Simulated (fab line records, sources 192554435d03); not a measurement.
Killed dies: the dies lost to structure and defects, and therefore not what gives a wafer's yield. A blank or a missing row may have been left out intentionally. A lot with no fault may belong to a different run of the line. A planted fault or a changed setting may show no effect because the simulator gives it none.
2 desks, one fault + flow n5-finfet + every desk sees just its own numbers, and what lay behind them comes last

DESK OF THE TOOL OWNER: pecvd-03
The tool's own readings at N5_BEOL_M2_ILD_DEP_00 (deposits SiOC from DEMS/O2, target thk 79 nm, time 15.3 s): means of the sampled wafers that have a number, for each lot that ran on this tool. Any lot whose mean is over 4 standard deviations away from the usual mean is out of limits and marked OUT; that distance is given in the brackets.
Columns: A = heater-power-outer-w at N5_BEOL_M2_ILD_DEP_00, usual 256 W; B = heater-power-w at N5_BEOL_M2_ILD_DEP_00, usual 466 W; C = showerhead-plenum-p-Torr at N5_BEOL_M2_ILD_DEP_00, usual 5.694 Torr; D = susceptor-temp-C at N5_BEOL_M2_ILD_DEP_00, usual 349.99 C; E = throttle-valve-pct at N5_BEOL_M2_ILD_DEP_00, usual 11.9 %
| lot  | first seen here | A   | B   | C     | D      | E    |
|------|-----------------|-----|-----|-------|--------|------|
| L464 | day 7 19:58     | 217 | 441 | 5.706 | 350.07 | 11.8 |
| L463 | day 7 23:08     | 219 | 430 | 5.709 | 349.77 | 11.8 |
| L467 | day 8 13:35     | 240 | 456 | 5.693 | 350.10 | 12.2 |
| L469 | day 9 02:13     | 235 | 451 | 5.695 | 350.06 | 12.1 |
| L479 | day 11 18:12    | 254 | 478 | 5.681 | 350.21 | 11.4 |
| L482 | day 12 03:16    | 219 | 430 | 5.693 | 349.71 | 12.4 |
| L481 | day 12 06:05    | 184 | 380 | 5.707 | 350.00 | 12.5 |
This desk found nothing out of limits on any of the 7 lots.

THE METROLOGY DESK
Lot by lot, what the gauges showed, no matter which tool ran the lot: averages of those sampled wafers that carry a number. Any lot whose mean is over 4 standard deviations away from the usual mean is out of limits and marked OUT; that distance is given in the brackets. It has 12 readings, of which 7 appear: the earliest out of limits, and the ones furthest out on some lot.
Columns: A = M2_ILD_THK at N5_BEOL_M2_THK_MEAS_01, usual 79.5 nm; B = M2_OVL at N5_BEOL_M2_OVL_MEAS_12, usual -0.6 nm; C = DIBL_P at N5_BEOL_M4_RC_MEAS_101, usual 36.0 mV/V; D = IOFF_N at N5_BEOL_M4_RC_MEAS_101, usual 0.151 nA/um; E = ION_N at N5_BEOL_M4_RC_MEAS_101, usual 673 uA/um; F = SS_N at N5_BEOL_M4_RC_MEAS_101, usual 71.5 mV/dec; G = VT_N at N5_BEOL_M4_RC_MEAS_101, usual 251 mV
| lot  | first seen here | A               | B    | C    | D     | E   | F    | G   |
|------|-----------------|-----------------|------|------|-------|-----|------|-----|
| L459 | day 6 13:52     | 79.2            | -1.2 | 36.2 | 0.143 | 669 | 71.4 | 253 |
| L461 | day 7 07:12     | 78.9            | -0.8 | 34.8 | 0.129 | 659 | 71.4 | 255 |
| L464 | day 7 20:03     | 79.6            | -0.2 | 35.5 | 0.141 | 674 | 71.1 | 253 |
| L463 | day 7 23:13     | 80.2            | -1.0 | 37.2 | 0.153 | 671 | 71.5 | 252 |
| L467 | day 8 13:39     | 80.0            | -0.4 | 34.3 | 0.123 | 663 | 71.6 | 253 |
| L469 | day 9 02:16     | 80.1            | -0.7 | 35.9 | 0.149 | 675 | 71.4 | 251 |
| L472 | day 10 09:52    | 78.9            | -1.4 | 37.9 | 0.154 | 672 | 71.5 | 251 |
| L479 | day 11 18:16    | 91.2 (+12) OUT  | -1.1 | 38.5 | 0.198 | 698 | 72.6 | 245 |
| L482 | day 12 03:20    | 88.1 (+8.6) OUT | -0.8 | 35.5 | 0.135 | 665 | 71.4 | 253 |
| L481 | day 12 06:10    | 92.0 (+13) OUT  | -1.5 | 36.2 | 0.151 | 675 | 71.3 | 250 |
This desk's result: L479, L481, L482 out of limits, first on L479 (M2_ILD_THK at N5_BEOL_M2_THK_MEAS_01), day 11 18:16. L459, L461, L464, L463, L467, L469, L472 stayed within limits.

PUT TOGETHER
On L479, L481, L482, the metrology desk was in a position to raise an alarm at day 11 18:16.
The desk of the tool owner found nothing out of limits.
On record at the tool owner's desk: L479, L481, L482, within its limits.
N5_BEOL_M2_ILD_DEP_00 was run on pecvd-03 by each of the lots named.

WHAT HAD BEEN PUT IN BY THE SIMULATOR
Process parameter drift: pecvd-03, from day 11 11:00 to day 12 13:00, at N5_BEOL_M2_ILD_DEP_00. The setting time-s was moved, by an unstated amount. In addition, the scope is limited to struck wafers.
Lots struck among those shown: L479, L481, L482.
Delay in hours, fault start to first out-of-limits reading, per desk: metrology desk 7.
